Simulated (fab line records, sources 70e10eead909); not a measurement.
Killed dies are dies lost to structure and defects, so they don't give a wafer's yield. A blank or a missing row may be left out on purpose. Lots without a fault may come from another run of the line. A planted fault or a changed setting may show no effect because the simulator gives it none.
Chamber matching | flow nand_harc | NHARC_A_STAIRCASE_DEP_417 on pecvd-04: 3 sister chambers
The step deposits Si3N4, target thk 60 nm. 27 wafers are shown with their chamber, then 12 later ones without.

WAFERS WITH THEIR CHAMBER
wafer  | chamber | showerhead_vpp_V (V) | heater_power_w (W)
L074.2 | 0       | 1327                 | 859
L074.3 | 1       | 1381                 | 731
L074.6 | 2       | 1281                 | 854
L075.1 | 2       | 1259                 | 827
L075.4 | 2       | 1263                 | 814
L075.5 | 0       | 1347                 | 861
L076.1 | 1       | 1365                 | 738
L076.3 | 0       | 1331                 | 768
L076.4 | 0       | 1308                 | 786
L079.1 | 2       | 1250                 | 786
L079.2 | 0       | 1343                 | 721
L079.4 | 0       | 1345                 | 747
L084.1 | 2       | 1273                 | 822
L084.3 | 0       | 1354                 | 708
L084.5 | 1       | 1368                 | 817
L085.2 | 1       | 1342                 | 745
L085.3 | 0       | 1330                 | 850
L085.6 | 2       | 1252                 | 868
L086.3 | 1       | 1336                 | 773
L086.4 | 2       | 1259                 | 884
L086.5 | 1       | 1383                 | 779
L089.1 | 1       | 1358                 | 772
L089.2 | 2       | 1265                 | 868
L089.3 | 0       | 1329                 | 813
L088.1 | 2       | 1265                 | 834
L088.4 | 2       | 1251                 | 845
L088.5 | 0       | 1339                 | 760

SIGNATURES (means of the wafers above)
reading          | chamber 0 | chamber 1 | chamber 2 | scatter within a chamber
showerhead_vpp_V | 1335.30   | 1361.86   | 1261.80   | 13.5
heater_power_w   | 787.30    | 765.00    | 840.20    | 41.7
Rule: a wafer's distance from a chamber is the root of the sum, over the readings, of the square of ((its reading less the chamber's mean) divided by the reading's scatter). The wafer belongs to the nearest chamber; if the next one is less than 2 further off, it can't be placed. The scatter: the root of (the sum of the squares of (reading less its chamber's mean) over the shown wafers, divided by (wafers less chambers)).

WAFERS WITHOUT THEIR CHAMBER
wafer  | showerhead_vpp_V (V) | heater_power_w (W)
L091.3 | 1381                 | 703
L091.4 | 1359                 | 720
L091.6 | 1314                 | 869
L094.4 | 1323                 | 841
L094.5 | 1296                 | 863
L094.6 | 1327                 | 665
L096.1 | 1266                 | 834
L096.2 | 1356                 | 770
L096.3 | 1328                 | 815
L095.1 | 1323                 | 852
L095.2 | 1353                 | 725
L095.5 | 1274                 | 768

WHICH CHAMBER EACH WENT THROUGH
wafer  | from the rows above          | in truth
L091.3 | can't be placed: 1 or 0      | 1
L091.4 | can't be placed: 1 or 0      | 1
L091.6 | can't be placed: 0 or 2 or 1 | 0
L094.4 | can't be placed: 0 or 1      | 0
L094.5 | can't be placed: 2 or 0      | 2
L094.6 | can't be placed: 0 or 1      | 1
L096.1 | 2                            | 2
L096.2 | can't be placed: 1 or 0      | 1
L096.3 | can't be placed: 0 or 1      | 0
L095.1 | can't be placed: 0 or 1      | 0
L095.2 | can't be placed: 1 or 0      | 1
L095.5 | 2                            | 2
Placed correctly: 2 of 12. Can't be placed from these rows: 10 (the true chamber is among the candidates in 10). Placed wrongly: 0.
